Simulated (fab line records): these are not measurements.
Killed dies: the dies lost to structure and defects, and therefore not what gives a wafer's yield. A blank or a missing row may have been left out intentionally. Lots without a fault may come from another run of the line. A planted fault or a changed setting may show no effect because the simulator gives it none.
Chamber matching / flow n5_finfet / rie_diel-02 running N5_BEOL_M8_ETCH_65: 4 sister chambers
The step etches SiARC in CF4, target depth 15.6 nm, time 26 s. 22 wafers are shown with their chamber, then 11 later ones without.

## EACH WAFER AND ITS CHAMBER
wafer=L074.1; chamber=2; showerhead_plenum_p_Torr (Torr)=2.24; drypump_motor_current_A (A)=5.6; throttle_valve_pct (%)=15.70
wafer=L074.3; chamber=0; showerhead_plenum_p_Torr (Torr)=2.04; drypump_motor_current_A (A)=5.6; throttle_valve_pct (%)=15.66
wafer=L074.5; chamber=1; showerhead_plenum_p_Torr (Torr)=2.21; drypump_motor_current_A (A)=5.7; throttle_valve_pct (%)=15.65
wafer=L075.2; chamber=3; showerhead_plenum_p_Torr (Torr)=2.05; drypump_motor_current_A (A)=5.6; throttle_valve_pct (%)=15.81
wafer=L075.4; chamber=1; showerhead_plenum_p_Torr (Torr)=2.21; drypump_motor_current_A (A)=5.8; throttle_valve_pct (%)=15.67
wafer=L075.5; chamber=3; showerhead_plenum_p_Torr (Torr)=2.05; drypump_motor_current_A (A)=5.6; throttle_valve_pct (%)=15.82
wafer=L077.1; chamber=1; showerhead_plenum_p_Torr (Torr)=2.21; drypump_motor_current_A (A)=5.8; throttle_valve_pct (%)=15.66
wafer=L077.4; chamber=3; showerhead_plenum_p_Torr (Torr)=2.05; drypump_motor_current_A (A)=5.6; throttle_valve_pct (%)=15.83
wafer=L077.6; chamber=1; showerhead_plenum_p_Torr (Torr)=2.21; drypump_motor_current_A (A)=5.8; throttle_valve_pct (%)=15.67
wafer=L079.1; chamber=2; showerhead_plenum_p_Torr (Torr)=2.23; drypump_motor_current_A (A)=5.6; throttle_valve_pct (%)=15.71
wafer=L079.3; chamber=1; showerhead_plenum_p_Torr (Torr)=2.21; drypump_motor_current_A (A)=5.7; throttle_valve_pct (%)=15.68
wafer=L079.4; chamber=3; showerhead_plenum_p_Torr (Torr)=2.05; drypump_motor_current_A (A)=5.6; throttle_valve_pct (%)=15.84
wafer=L080.3; chamber=2; showerhead_plenum_p_Torr (Torr)=2.23; drypump_motor_current_A (A)=5.7; throttle_valve_pct (%)=15.72
wafer=L080.4; chamber=0; showerhead_plenum_p_Torr (Torr)=2.04; drypump_motor_current_A (A)=5.6; throttle_valve_pct (%)=15.70
wafer=L080.5; chamber=2; showerhead_plenum_p_Torr (Torr)=2.23; drypump_motor_current_A (A)=5.7; throttle_valve_pct (%)=15.72
wafer=L084.4; chamber=3; showerhead_plenum_p_Torr (Torr)=2.04; drypump_motor_current_A (A)=5.6; throttle_valve_pct (%)=15.88
wafer=L084.5; chamber=0; showerhead_plenum_p_Torr (Torr)=2.03; drypump_motor_current_A (A)=5.6; throttle_valve_pct (%)=15.72
wafer=L084.6; chamber=1; showerhead_plenum_p_Torr (Torr)=2.20; drypump_motor_current_A (A)=5.8; throttle_valve_pct (%)=15.74
wafer=L087.2; chamber=3; showerhead_plenum_p_Torr (Torr)=2.04; drypump_motor_current_A (A)=5.6; throttle_valve_pct (%)=15.90
wafer=L087.4; chamber=3; showerhead_plenum_p_Torr (Torr)=2.04; drypump_motor_current_A (A)=5.6; throttle_valve_pct (%)=15.89
wafer=L087.6; chamber=2; showerhead_plenum_p_Torr (Torr)=2.22; drypump_motor_current_A (A)=5.7; throttle_valve_pct (%)=15.78
wafer=L089.1; chamber=3; showerhead_plenum_p_Torr (Torr)=2.03; drypump_motor_current_A (A)=5.6; throttle_valve_pct (%)=15.93

SIGNATURES (means of the wafers above)
reading=showerhead_plenum_p_Torr; chamber 0=2.0367; chamber 1=2.2083; chamber 2=2.2300; chamber 3=2.0437; scatter within a chamber=0.0064
reading=drypump_motor_current_A; chamber 0=5.600; chamber 1=5.767; chamber 2=5.660; chamber 3=5.600; scatter within a chamber=0.0375
reading=throttle_valve_pct; chamber 0=15.6933; chamber 1=15.6783; chamber 2=15.7260; chamber 3=15.8625; scatter within a chamber=0.0365
Rule: a wafer lies at a distance from a chamber equal to the root of the sum of squares, over the readings, of (its reading less the chamber's mean, divided by the reading's scatter). If the next closest chamber is less than 2 further off than the closest, the wafer can't be placed; otherwise it belongs to the closest. The scatter: take each reading less its chamber's mean, square it, sum over the shown wafers, divide by the number of wafers less the number of chambers, and take the root.

## WAFERS WITH NO CHAMBER GIVEN
wafer=L089.2; showerhead_plenum_p_Torr (Torr)=2.21; drypump_motor_current_A (A)=5.6; throttle_valve_pct (%)=15.82
wafer=L089.3; showerhead_plenum_p_Torr (Torr)=2.19; drypump_motor_current_A (A)=5.7; throttle_valve_pct (%)=15.78
wafer=L093.1; showerhead_plenum_p_Torr (Torr)=2.19; drypump_motor_current_A (A)=5.8; throttle_valve_pct (%)=15.79
wafer=L093.4; showerhead_plenum_p_Torr (Torr)=2.28; drypump_motor_current_A (A)=5.6; throttle_valve_pct (%)=15.24
wafer=L093.5; showerhead_plenum_p_Torr (Torr)=2.21; drypump_motor_current_A (A)=5.6; throttle_valve_pct (%)=15.83
wafer=L082.1; showerhead_plenum_p_Torr (Torr)=2.03; drypump_motor_current_A (A)=5.6; throttle_valve_pct (%)=15.93
wafer=L082.3; showerhead_plenum_p_Torr (Torr)=2.28; drypump_motor_current_A (A)=5.6; throttle_valve_pct (%)=15.25
wafer=L082.6; showerhead_plenum_p_Torr (Torr)=2.03; drypump_motor_current_A (A)=5.6; throttle_valve_pct (%)=15.93
wafer=L096.3; showerhead_plenum_p_Torr (Torr)=2.03; drypump_motor_current_A (A)=5.6; throttle_valve_pct (%)=15.94
wafer=L096.4; showerhead_plenum_p_Torr (Torr)=2.28; drypump_motor_current_A (A)=5.6; throttle_valve_pct (%)=15.26
wafer=L096.6; showerhead_plenum_p_Torr (Torr)=2.21; drypump_motor_current_A (A)=5.7; throttle_valve_pct (%)=15.81

## WHICH CHAMBER EACH WENT THROUGH
wafer=L089.2; from the rows above=can't be placed: 2 or 1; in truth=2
wafer=L089.3; from the rows above=1; in truth=1
wafer=L093.1; from the rows above=1; in truth=1
wafer=L093.4; from the rows above=can't be placed: 2 or 1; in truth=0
wafer=L093.5; from the rows above=can't be placed: 2 or 1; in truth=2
wafer=L082.1; from the rows above=3; in truth=3
wafer=L082.3; from the rows above=can't be placed: 2 or 1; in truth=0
wafer=L082.6; from the rows above=3; in truth=3
wafer=L096.3; from the rows above=3; in truth=3
wafer=L096.4; from the rows above=can't be placed: 2 or 1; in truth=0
wafer=L096.6; from the rows above=can't be placed: 2 or 1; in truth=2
Placed correctly: 5 of 11. These rows do not allow placing 6 (true chamber among the candidates in 3). Number placed wrongly: 0.
